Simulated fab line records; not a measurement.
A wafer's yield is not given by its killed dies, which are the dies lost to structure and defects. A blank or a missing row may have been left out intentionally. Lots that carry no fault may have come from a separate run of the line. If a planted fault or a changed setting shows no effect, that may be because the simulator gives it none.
Which tool did it? | flow nandHarc | 24 lots with 72 wafers sampled at 6 steps, on a route of 1159 steps

## WHAT THE GAUGES READ, wafer by wafer
NHARC_A_M0_INSPECT_27. Usual: 442 for rawDefectCount, sd 120.
lot  | measured     | on               | rawDefectCount | flag
L074 | day 17 08:26 | defectInspect-01 | 568 632 459    | 
L077 | day 18 00:11 | defectInspect-01 | 244 233 381    | 
L075 | day 18 00:46 | defectInspect-02 | 514 555 626    | 
L076 | day 18 04:53 | defectInspect-01 | 430 365 515    | 
L078 | day 18 14:14 | defectInspect-01 | 451 403 504    | 
L080 | day 19 00:44 | defectInspect-01 | 319 340 490    | 
L079 | day 19 15:49 | defectInspect-01 | 523 324 536    | 
L081 | day 19 20:30 | defectInspect-01 | 356 375 342    | 
L083 | day 19 20:49 | defectInspect-02 | 485 680 333    | 
L084 | day 20 00:54 | defectInspect-01 | 307 408 424    | 
L082 | day 20 02:07 | defectInspect-02 | 325 379 445    | 
L087 | day 20 17:30 | defectInspect-01 | 466 464 368    | 
L085 | day 20 17:45 | defectInspect-02 | 483 532 687    | 
L086 | day 20 22:01 | defectInspect-02 | 451 341 469    | 
L089 | day 20 22:26 | defectInspect-02 | 328 399 508    | 
L090 | day 21 22:19 | defectInspect-02 | 382 651 357    | 
L088 | day 22 01:35 | defectInspect-02 | 371 374 559    | 
L091 | day 22 04:56 | defectInspect-02 | 296 387 357    | 
L092 | day 22 05:17 | defectInspect-02 | 479 470 449    | 
L094 | day 23 00:08 | defectInspect-02 | 475 395 362    | 
L093 | day 23 00:25 | defectInspect-02 | 375 265 326    | 
L095 | day 23 12:34 | defectInspect-02 | 485 437 388    | 
L096 | day 23 19:50 | defectInspect-01 | 300 307 280    | 
L097 | day 25 06:51 | defectInspect-01 | 562 625 623    | 

NHARC_A_BONDPAD_THK_MEAS_30: measures by ellipsometry. Usual: 199.8 nm for thkNm, sd 1.6.
lot  | measured     | on           | thkNm (nm)        | flag
L074 | day 17 13:59 | filmMetro-01 | 198.2 198.0 200.1 | 
L077 | day 18 06:49 | filmMetro-01 | 201.0 200.9 200.0 | 
L075 | day 18 07:10 | filmMetro-02 | 199.9 200.0 199.0 | 
L076 | day 18 10:38 | filmMetro-01 | 199.4 201.0 197.7 | 
L078 | day 18 20:25 | filmMetro-02 | 199.2 199.7 198.1 | 
L080 | day 19 06:49 | filmMetro-01 | 199.5 200.3 200.9 | 
L079 | day 19 21:54 | filmMetro-02 | 200.9 200.5 201.2 | 
L081 | day 20 01:55 | filmMetro-02 | 200.6 201.3 201.8 | 
L083 | day 20 02:52 | filmMetro-01 | 198.9 199.4 200.1 | 
L084 | day 20 06:24 | filmMetro-02 | 199.0 199.9 199.2 | 
L082 | day 20 07:48 | filmMetro-02 | 198.9 199.3 198.9 | 
L087 | day 20 23:48 | filmMetro-02 | 201.4 199.4 197.4 | 
L085 | day 20 23:57 | filmMetro-02 | 201.6 197.5 200.7 | 
L086 | day 21 04:05 | filmMetro-02 | 200.1 198.9 200.2 | 
L089 | day 21 04:13 | filmMetro-01 | 200.2 196.6 197.1 | 
L090 | day 22 04:14 | filmMetro-01 | 200.6 199.9 201.0 | 
L088 | day 22 07:07 | filmMetro-02 | 197.6 199.3 198.2 | 
L091 | day 22 10:31 | filmMetro-01 | 201.3 201.1 199.6 | 
L092 | day 22 10:50 | filmMetro-01 | 200.7 198.4 201.8 | 
L094 | day 23 05:41 | filmMetro-02 | 202.5 199.9 202.5 | 
L093 | day 23 06:05 | filmMetro-02 | 203.0 201.5 199.9 | 
L095 | day 23 18:04 | filmMetro-02 | 199.3 201.5 198.4 | 
L096 | day 24 01:37 | filmMetro-01 | 202.1 199.7 202.7 | 
L097 | day 25 12:22 | filmMetro-02 | 198.8 197.5 197.1 | 

NHARC_A_BONDPAD_INSPECT_23. Usual: 455 for rawDefectCount, sd 120.
lot  | measured     | on               | rawDefectCount | flag
L074 | day 17 17:20 | defectInspect-02 | 489 526 644    | 
L077 | day 18 10:02 | defectInspect-02 | 428 310 410    | 
L075 | day 18 10:34 | defectInspect-01 | 326 473 369    | 
L076 | day 18 13:59 | defectInspect-01 | 403 439 679    | 
L078 | day 18 23:59 | defectInspect-02 | 547 371 405    | 
L080 | day 19 10:11 | defectInspect-01 | 317 357 334    | 
L079 | day 20 01:16 | defectInspect-02 | 367 535 471    | 
L081 | day 20 05:22 | defectInspect-02 | 334 294 296    | 
L083 | day 20 06:08 | defectInspect-02 | 436 567 345    | 
L084 | day 20 09:46 | defectInspect-02 | 488 557 337    | 
L082 | day 20 11:10 | defectInspect-01 | 435 563 670    | 
L087 | day 21 03:24 | defectInspect-02 | 749 541 454    | 
L085 | day 21 03:26 | defectInspect-01 | 398 329 441    | 
L086 | day 21 07:38 | defectInspect-02 | 898 607 412    | 
L089 | day 21 07:49 | defectInspect-01 | 384 369 560    | 
L090 | day 22 07:35 | defectInspect-02 | 516 410 362    | 
L088 | day 22 10:28 | defectInspect-02 | 635 537 448    | 
L091 | day 22 13:52 | defectInspect-02 | 270 439 337    | 
L092 | day 22 14:09 | defectInspect-02 | 496 493 441    | 
L094 | day 23 09:04 | defectInspect-01 | 454 599 343    | 
L093 | day 23 09:31 | defectInspect-02 | 317 423 514    | 
L095 | day 23 21:25 | defectInspect-01 | 341 288 293    | 
L096 | day 24 08:55 | defectInspect-02 | 392 667 640    | 
L097 | day 25 15:48 | defectInspect-01 | 365 318 359    | 

## EACH LOT AND THE TOOL THAT RAN IT (in order: tool; ch and the chambers of the sampled wafers; start)
lot  | NHARC_A_M0_DEP_32               | NHARC_A_M1_DEP_33               | NHARC_A_BONDPAD_DEP_00
L074 | pecvd-04 ch 0,1, day 17 08:40   | pecvd-02 ch 1,2, day 17 12:46   | pecvd-01 ch 0,1, day 17 13:25
L077 | pecvd-03 ch 0,1, day 18 00:19   | pecvd-03 ch 0,1, day 18 05:37   | pecvd-04 ch 0,2, day 18 06:10
L075 | pecvd-03 ch 0,1,2, day 18 01:46 | pecvd-03 ch 0,1, day 18 05:57   | pecvd-04 ch 0,1,2, day 18 06:30
L076 | pecvd-02 ch 0,1, day 18 05:08   | pecvd-04 ch 0,1,2, day 18 09:24 | pecvd-01 ch 0,2, day 18 09:58
L078 | pecvd-02 ch 0,1,2, day 18 14:23 | pecvd-04 ch 0,1, day 18 18:48   | pecvd-02 ch 0,1,2, day 18 19:49
L080 | pecvd-04 ch 0,1, day 19 00:56   | pecvd-03 ch 0,2, day 19 05:37   | pecvd-02 ch 0,2, day 19 06:12
L079 | pecvd-04 ch 0,1,2, day 19 16:05 | pecvd-02 ch 0,1,2, day 19 20:43 | pecvd-04 ch 1,2, day 19 21:17
L081 | pecvd-04 ch 0,1,2, day 19 20:46 | pecvd-04 ch 0,1,2, day 20 00:50 | pecvd-02 ch 0,1,2, day 20 01:23
L083 | pecvd-04 ch 0,1, day 19 21:02   | pecvd-02 ch 0,2, day 20 01:39   | pecvd-02 ch 0,2, day 20 02:52 or earlier
L084 | pecvd-03 ch 0,1, day 20 01:02   | pecvd-03 ch 0,2, day 20 05:13   | pecvd-01 ch 0,1,2, day 20 05:47
L082 | pecvd-04 ch 0,2, day 20 02:19   | pecvd-03 ch 1,2, day 20 06:34   | pecvd-01 ch 0,1,2, day 20 07:12
L087 | pecvd-04 ch 0,2, day 20 17:44   | pecvd-04 ch 1,2, day 20 22:20   | pecvd-01 ch 0,2, day 20 23:08
L085 | pecvd-04 ch 0,2, day 20 18:16   | pecvd-02 ch 0,1,2, day 20 22:49 | pecvd-02 ch 1,2, day 20 23:57 or earlier
L086 | pecvd-02 ch 0,1,2, day 20 22:26 | pecvd-04 ch 0,1, day 21 02:55   | pecvd-02 ch 0,2, day 21 03:25
L089 | pecvd-04 ch 0,2, day 20 22:45   | pecvd-02 ch 0,1,2, day 21 03:02 | pecvd-01 ch 0,1,2, day 21 03:38
L090 | pecvd-02 ch 0,1,2, day 21 22:30 | pecvd-04 ch 0,1,2, day 22 02:58 | pecvd-02 ch 0,2, day 22 03:37
L088 | pecvd-02 ch 1,2, day 22 01:46   | pecvd-03 ch 0,2, day 22 05:53   | pecvd-01 ch 0,2, day 22 06:27
L091 | pecvd-04 ch 0,1, day 22 05:07   | pecvd-02 ch 0,1, day 22 09:18   | pecvd-02 ch 0,2, day 22 10:31 or earlier
L092 | pecvd-03 ch 0,1,2, day 22 05:26 | pecvd-04 ch 0,1,2, day 22 09:37 | pecvd-04 ch 0,2, day 22 10:50 or earlier
L094 | pecvd-02 ch 0,1,2, day 23 00:17 | pecvd-03 ch 0,1,2, day 23 04:28 | pecvd-01 ch 0,1,2, day 23 05:01
L093 | pecvd-04 ch 0,1,2, day 23 00:37 | pecvd-02 ch 0,1, day 23 04:49   | pecvd-02 ch 0,1, day 23 06:05 or earlier
L095 | pecvd-03 ch 1,2, day 23 12:43   | pecvd-03 ch 1,2, day 23 16:49   | pecvd-04 ch 0,1,2, day 23 17:25
L096 | pecvd-03 ch 0,1,2, day 23 19:59 | pecvd-02 ch 0,1, day 24 00:25   | pecvd-02 ch 0,1,2, day 24 01:37 or earlier
L097 | pecvd-04 ch 0,1,2, day 25 07:02 | pecvd-02 ch 0,2, day 25 11:14   | pecvd-04 ch 0,1, day 25 11:48
- NHARC_A_M0_DEP_32: deposits SiCN, target thk 30 nm.
- NHARC_A_M1_DEP_33: deposits SiCN, target thk 30 nm.
- NHARC_A_BONDPAD_DEP_00: deposits SiCN, target thk 250 nm.

## AS READ BY THE TOOLS THEMSELVES (means over the sampled wafers that have a number; for cases with no such wafer, the mark the record gives instead)
NHARC_A_M0_DEP_32. Usual: 552 W for heaterPowerW, sd 48.
lot  | tool     | heaterPowerW (W) | flag
L074 | pecvd-04 | 536              | 
L077 | pecvd-03 | 499              | 
L075 | pecvd-03 | 551              | 
L076 | pecvd-02 | 568              | 
L078 | pecvd-02 | 537              | 
L080 | pecvd-04 | 553              | 
L079 | pecvd-04 | 560              | 
L081 | pecvd-04 | 586              | 
L083 | pecvd-04 | 546              | 
L084 | pecvd-03 | 550              | 
L082 | pecvd-04 | 608              | 
L087 | pecvd-04 | 571              | 
L085 | pecvd-04 | 582              | 
L086 | pecvd-02 | 511              | 
L089 | pecvd-04 | 587              | 
L090 | pecvd-02 | 551              | 
L088 | pecvd-02 | 549              | 
L091 | pecvd-04 | 523              | 
L092 | pecvd-03 | 517              | 
L094 | pecvd-02 | 536              | 
L093 | pecvd-04 | 551              | 
L095 | pecvd-03 | 551              | 
L096 | pecvd-03 | 527              | 
L097 | pecvd-04 | 575              | 

NHARC_A_M1_DEP_33. Usual: 538 W for heaterPowerW, sd 55.
lot  | tool     | heaterPowerW (W) | flag
L074 | pecvd-02 | 515              | 
L077 | pecvd-03 | 553              | 
L075 | pecvd-03 | 550              | 
L076 | pecvd-04 | 557              | 
L078 | pecvd-04 | 528              | 
L080 | pecvd-03 | 594              | 
L079 | pecvd-02 | 497              | 
L081 | pecvd-04 | 558              | 
L083 | pecvd-02 | 492              | 
L084 | pecvd-03 | 533              | 
L082 | pecvd-03 | 539              | 
L087 | pecvd-04 | 537              | 
L085 | pecvd-02 | 544              | 
L086 | pecvd-04 | 542              | 
L089 | pecvd-02 | 482              | 
L090 | pecvd-04 | 555              | 
L088 | pecvd-03 | 486              | 
L091 | pecvd-02 | 577              | 
L092 | pecvd-04 | 526              | 
L094 | pecvd-03 | 508              | 
L093 | pecvd-02 | 594              | 
L095 | pecvd-03 | 492              | 
L096 | pecvd-02 | 619              | 
L097 | pecvd-02 | 584              | 

NHARC_A_BONDPAD_DEP_00. Usual: 555 W for heaterPowerW, sd 65.
lot  | tool     | heaterPowerW (W) | flag
L074 | pecvd-01 | 544              | 
L077 | pecvd-04 | 556              | 
L075 | pecvd-04 | 559              | 
L076 | pecvd-01 | 614              | 
L078 | pecvd-02 | 556              | 
L080 | pecvd-02 | 510              | 
L079 | pecvd-04 | 523              | 
L081 | pecvd-02 | 510              | 
L083 | pecvd-02 | 526              | 
L084 | pecvd-01 | 561              | 
L082 | pecvd-01 | 557              | 
L087 | pecvd-01 | 633              | 
L085 | pecvd-02 | 488              | 
L086 | pecvd-02 | 529              | 
L089 | pecvd-01 | 598              | 
L090 | pecvd-02 | 486              | 
L088 | pecvd-01 | 627              | 
L091 | pecvd-02 | 490              | 
L092 | pecvd-04 | 602              | 
L094 | pecvd-01 | 586              | 
L093 | pecvd-02 | 596              | 
L095 | pecvd-04 | 583              | 
L096 | pecvd-02 | 553              | 
L097 | pecvd-04 | 561              | 

## THE ANSWER, worked out from the rows above alone
Rule: a lot is off if the mean of its wafers that have a number lies more than 3 standard deviations from the usual mean. Also off: a lot with no number at a reading for which 4 or more lots have one. Any other lot the step has rows for is counted as sound. First the gauges in route order, then the tools' own readings, where a lot's mean is used as printed above. The first step at which some lot is off is used, and at that step the reading that is off furthest; a lot without a number counts as furthest.
No lot is off on any of the readings shown, so nothing can be concluded from this.

## WHAT HAD BEEN PUT IN BY THE SIMULATOR
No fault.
